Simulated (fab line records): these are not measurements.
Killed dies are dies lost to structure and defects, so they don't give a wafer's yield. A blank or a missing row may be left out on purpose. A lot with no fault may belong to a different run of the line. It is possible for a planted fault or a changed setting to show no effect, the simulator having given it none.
Split-lot study ; flow n5 finfet ; route with 1938 steps; 7 lots, 39 wafers read

== SPLIT DETAILS ==
At N5_DUMMY_GATE_ETCH_42 (etches SiO2 in CHF3/O2, target depth 3.5 nm, time 31 s), the setting bias w was moved away from the recipe's 12 W on 12 of the 39 wafers read, by -14.9% to +15.7%. For the rest of the wafers, this setting stayed at what the recipe calls for.

Reading taken at the split's own step.

== THE READING ==
rf vpp V, in V, at N5_DUMMY_GATE_ETCH_42 (etches SiO2 in CHF3/O2, target depth 3.5 nm, time 31 s). On this fab line, fault-free wafers typically give 42.1 V with a standard deviation of 1.1 V.

wafer;tool, chamber at the split;bias w as run, W;against the recipe;rf vpp V, V;against lot-mates on the recipe
L074.1;rie diel-01, 3;12;recipe;43.3;-
L074.2;rie diel-01, 1;13.4;+11.7%;43.1;+0.4
L074.3;rie diel-01, 2;12;recipe;42.9;-
L074.4;rie diel-01, 2;13.4;+11.7%;45.2;+2.5
L074.5;rie diel-01, 1;13.4;+11.7%;44.8;+2.1
L074.6;rie diel-01, 3;12;recipe;41.8;-
L075.1;rie diel-01, 2;13.89;+15.7%;46.1;+5.9
L075.2;rie diel-01, 1;12;recipe;38.9;-
L075.3;rie diel-01, 3;13.89;+15.7%;46.1;+5.9
L075.4;rie diel-01, 3;13.89;+15.7%;45.8;+5.6
L075.5;rie diel-01, 1;12;recipe;39.9;-
L075.6;rie diel-01, 2;12;recipe;41.9;-
L080.1;rie diel-02, 3;12;recipe;43.9;-
L080.2;rie diel-02, 0;12;recipe;41.4;-
L080.3;rie diel-02, 2;12;recipe;41.5;-
L080.4;rie diel-02, 1;12;recipe;42.2;-
L080.5;rie diel-02, 3;12;recipe;42.8;-
L080.6;rie diel-02, 0;12;recipe;40.1;-
L087.1;rie diel-04, 2;10.36;-13.7%;38.4;-4.3
L087.2;rie diel-04, 3;12;recipe;42.4;-
L087.3;rie diel-04, 1;12;recipe;43.1;-
L087.4;rie diel-04, 2;12;recipe;42.5;-
L087.5;rie diel-04, 1;10.36;-13.7%;38.4;-4.3
L087.6;rie diel-04, 3;10.36;-13.7%;38.4;-4.3
L090.1;rie diel-01, 0;12;recipe;42.4;-
L090.2;rie diel-01, 1;12;recipe;40.4;-
L090.3;rie diel-01, 2;12;recipe;41.4;-
L090.4;rie diel-01, 3;12;recipe;40.5;-
L090.5;rie diel-01, 0;12;recipe;42.2;-
L090.6;rie diel-01, 1;12;recipe;40.3;-
L093.2;rie diel-02, 0;12;recipe;40.4;-
L093.3;rie diel-02, 2;12;recipe;41.3;-
L093.4;rie diel-02, 2;12;recipe;41.3;-
L096.1;rie diel-04, 1;12;recipe;42.2;-
L096.2;rie diel-04, 2;12;recipe;42.3;-
L096.3;rie diel-04, 0;10.21;-14.9%;39.4;-2.8
L096.4;rie diel-04, 3;12;recipe;42.2;-
L096.5;rie diel-04, 3;10.21;-14.9%;37.7;-4.5
L096.6;rie diel-04, 2;10.21;-14.9%;36.6;-5.6

FIT RESULTS
A straight line over all 39 wafers: rf vpp V changes by +0.253 V for each +1% of bias w; r = +0.88; the points scatter about the line by 1.1 V.
The same after taking each lot's own level away (the mean of its wafers on the recipe; 39 wafers): +0.294 V for each +1%; r = +0.92; scatter 1 V.
Per that fit: largest bias w move, reading shift of 4.6 V.
Across the lots, their own levels run from 40.23 to 42.67 V, a range of 2.2 times the standard deviation given above.
Hence the slope depends on the lot-to-lot level, as the two fits are not the same.
Check: +4.38 V against its lot-mates is what the line predicts for one of the wafers moved furthest among these (+15.7%) when that wafer is left out of the fit. It came out at +5.87 V against them.
Tool readings at the split's step, against how far the setting was moved: rf vpp V r = +0.88.

== ADDITIONAL SPLITS CARRIED BY THESE WAFERS ==
Note: prior to the reading, these wafers also went through further splits. Each is held against what the fit with the lots' levels taken away leaves over:
other split on the same wafers;wafers away from the commonest value;r with rf vpp V (lot level and that fit taken away)
N5_DUMMY_GATE_HM_DEP_06 target thk a;30;-0.04
N5_DUMMY_GATE_ETCH_37 source w;12;+0.25

== THE FILE'S OWN FIT ==
rf vpp V changes by +0.295 V for each +1% of bias w, r = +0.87.
